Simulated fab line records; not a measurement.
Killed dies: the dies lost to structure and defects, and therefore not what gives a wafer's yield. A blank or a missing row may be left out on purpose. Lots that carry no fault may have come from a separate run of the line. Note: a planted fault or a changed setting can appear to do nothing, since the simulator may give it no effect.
Which tool was responsible? ; flow n5-finfet ; 11 lots with 33 wafers sampled at 4 steps, on a route of 1938 steps

== WHAT EACH GAUGE READ, for each wafer ==
N5_BEOL_M14_INSPECT_55: inspects for defects (darkfield). Usual: raw-defect-count at 66, with a standard deviation of 20.
lot;measured;on;raw-defect-count;flag
L373;day 11 16:19;defect-inspect-02;61 80 69;
L371;day 11 16:46;defect-inspect-02;41 36 32;
L372;day 11 22:37;defect-inspect-01;51 44 69;
L374;day 12 12:46;defect-inspect-02;94 64 54;
L375;day 12 13:05;defect-inspect-02;98 78 62;
L376;day 12 21:42;defect-inspect-01;87 75 109;
L380;day 13 16:20;defect-inspect-01;59 61 63;
L384;day 15 03:23;defect-inspect-01;76 63 100;
L392;day 16 14:41;defect-inspect-02;81 69 60;
L390;day 16 15:39;defect-inspect-01;42 51 55;
L393;day 17 05:07;defect-inspect-02;87 62 45;

N5_BEOL_M15_CD_MEAS_10: the cd target is 360 nm. Usual: cd-nm at 360.7 nm, with a standard deviation of 1.7.
lot;measured;on;cd-nm (nm);flag
L373;day 11 17:02;cd-sem-03;363.9 362.9 361.9;
L371;day 11 17:21;cd-sem-03;363.8 361.8 361.6;
L372;day 11 23:20;cd-sem-01;361.3 361.6 358.9;
L374;day 12 13:22;cd-sem-01;361.5 361.7 362.5;
L375;day 12 13:40;cd-sem-02;362.7 359.7 358.3;
L376;day 12 22:25;cd-sem-03;357.0 358.6 360.5;
L380;day 13 17:02;cd-sem-01;360.7 359.3 357.9;
L384;day 15 04:09;cd-sem-02;360.0 360.1 360.8;
L392;day 16 15:23;cd-sem-03;360.8 358.2 357.6;
L390;day 16 16:14;cd-sem-02;359.2 358.3 359.9;
L393;day 17 05:42;cd-sem-02;361.5 362.0 360.8;

N5_BEOL_M15_OVL_MEAS_11. Usual: V14_OVL 2 nm, standard deviation 5.5.
lot;measured;on;V14_OVL (nm);flag
L373;day 11 17:04;overlay-01;4 1 12;
L371;day 11 17:23;overlay-01;11 10 8;
L372;day 11 23:22;overlay-01;-4 3 3;
L374;day 12 13:23;overlay-02;-2 -8 -4;
L375;day 12 13:42;overlay-02;7 5 7;
L376;day 12 22:26;overlay-01;-4 0 4;
L380;day 13 17:04;overlay-02;66 62 60;OFF
L384;day 15 04:10;overlay-01;68 67 71;OFF
L392;day 16 15:25;overlay-01;-6 0 -3;
L390;day 16 16:16;overlay-02;10 12 7;
L393;day 17 05:44;overlay-02;6 10 6;

== WHAT TOOL EACH LOT RAN ON (gives the tool, then ch and the chambers of the sampled wafers, and finally the start) ==
lot;N5_BEOL_M15_EXPOSE_07
L373;krf-scanner-01 ch 0, day 11 16:52
L371;krf-scanner-01 ch 0, day 11 17:11
L372;krf-scanner-02 ch 0, day 11 23:10
L374;krf-scanner-02 ch 0, day 12 13:11
L375;krf-scanner-02 ch 0, day 12 13:30
L376;krf-scanner-01 ch 0, day 12 22:14
L380;krf-scanner-02 ch 0, day 13 16:52
L384;krf-scanner-02 ch 0, day 15 03:59
L392;krf-scanner-01 ch 0, day 16 15:13
L390;krf-scanner-01 ch 0, day 16 16:04
L393;krf-scanner-01 ch 0, day 17 05:32
- N5_BEOL_M15_EXPOSE_07: exposes mask V14.

== WHAT THE TOOLS THEMSELVES READ (means of the sampled wafers that have a number; where no wafer has one, the mark that the record gives instead) ==
The record holds no such reading with a usual standard deviation.

== THE ANSWER, worked out from the rows above alone ==
Rule: lot off if the mean of its wafers having a number is beyond 3 standard deviations from the usual mean. A lot without any number at a reading at which 4 lots or more have one is off too. Where the step has rows for the other lots, those lots are counted as sound. After the gauges, taken in route order, come the tools' own readings; for these a lot's mean is taken, as printed above. The first step at which some lot is off is used, and at that step the reading that is off furthest; a lot without a number counts as furthest.
Off: L380, L384, seen at N5_BEOL_M15_OVL_MEAS_11 (V14_OVL).
A tool fits if, at a process step before that reading, it ran every lot that is off, and no sound lot after the first of them. Those tools and the gauges at N5_BEOL_M15_OVL_MEAS_11 are tried in the same way. One fits: N5_BEOL_M15_EXPOSE_07 on krf-scanner-02. Its last sound lot is L375 (day 12 13:30), its first lot that is off L380 (day 13 16:52): a fault that began between those two fits.

== WHAT WAS PUT IN BY THE SIMULATOR ==
Scanner matching overlay: krf-scanner-02, from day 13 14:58 on, at N5_BEOL_M15_EXPOSE_07. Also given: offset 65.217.
Lots struck among those shown: L380, L384. This agrees with what the rule above found.
